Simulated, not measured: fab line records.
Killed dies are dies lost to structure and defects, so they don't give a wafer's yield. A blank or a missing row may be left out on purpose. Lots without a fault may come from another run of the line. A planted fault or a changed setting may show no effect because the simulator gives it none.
Matching of chambers || flow nand_harc || 3 sister chambers for NHARC_A_STAIRCASE_DEP_156 on pecvd-04
The step deposits SiNx, target thk 50 nm. 3 wafers are shown with their chamber, then 8 later ones without.

## EACH WAFER AND ITS CHAMBER
{"wafer": "L080.5", "chamber": 0, "heater_power_w (W)": 674}
{"wafer": "L091.2", "chamber": 1, "heater_power_w (W)": 695}
{"wafer": "L092.3", "chamber": 2, "heater_power_w (W)": 705}

## WAFERS MISSING THEIR CHAMBER
{"wafer": "L092.4", "heater_power_w (W)": 748}
{"wafer": "L092.5", "heater_power_w (W)": 708}
{"wafer": "L093.1", "heater_power_w (W)": 654}
{"wafer": "L093.2", "heater_power_w (W)": 700}
{"wafer": "L093.3", "heater_power_w (W)": 756}
{"wafer": "L094.2", "heater_power_w (W)": 733}
{"wafer": "L094.3", "heater_power_w (W)": 683}
{"wafer": "L094.5", "heater_power_w (W)": 699}

## WHICH CHAMBER EACH WENT THROUGH
{"wafer": "L092.4", "from the rows above": "can't be placed: 2 or 1 or 0", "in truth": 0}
{"wafer": "L092.5", "from the rows above": "can't be placed: 2 or 1 or 0", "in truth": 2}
{"wafer": "L093.1", "from the rows above": "can't be placed: 0 or 1 or 2", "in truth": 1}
{"wafer": "L093.2", "from the rows above": "can't be placed: 1 or 2 or 0", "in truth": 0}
{"wafer": "L093.3", "from the rows above": "can't be placed: 2 or 1 or 0", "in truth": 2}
{"wafer": "L094.2", "from the rows above": "can't be placed: 2 or 1 or 0", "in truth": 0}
{"wafer": "L094.3", "from the rows above": "can't be placed: 0 or 1 or 2", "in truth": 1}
{"wafer": "L094.5", "from the rows above": "can't be placed: 1 or 2 or 0", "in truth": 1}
Correctly placed: 0 of 8. Can't be placed from these rows: 8 (the true chamber is among the candidates in 8). Placed wrongly: 0.
How it was worked out, from the rows above alone: a wafer's distance from a chamber is the root of the sum, over the readings, of the square of ((its reading less the chamber's mean) divided by the reading's scatter). The wafer belongs to the nearest chamber; if the next one is less than 2 further off, it can't be placed. For every chamber, the mean is computed from those of its wafers that are shown. The scatter (one wafer shown for each chamber): square how far every hidden wafer sits from the nearest shown wafer, average those squares and take the square root.
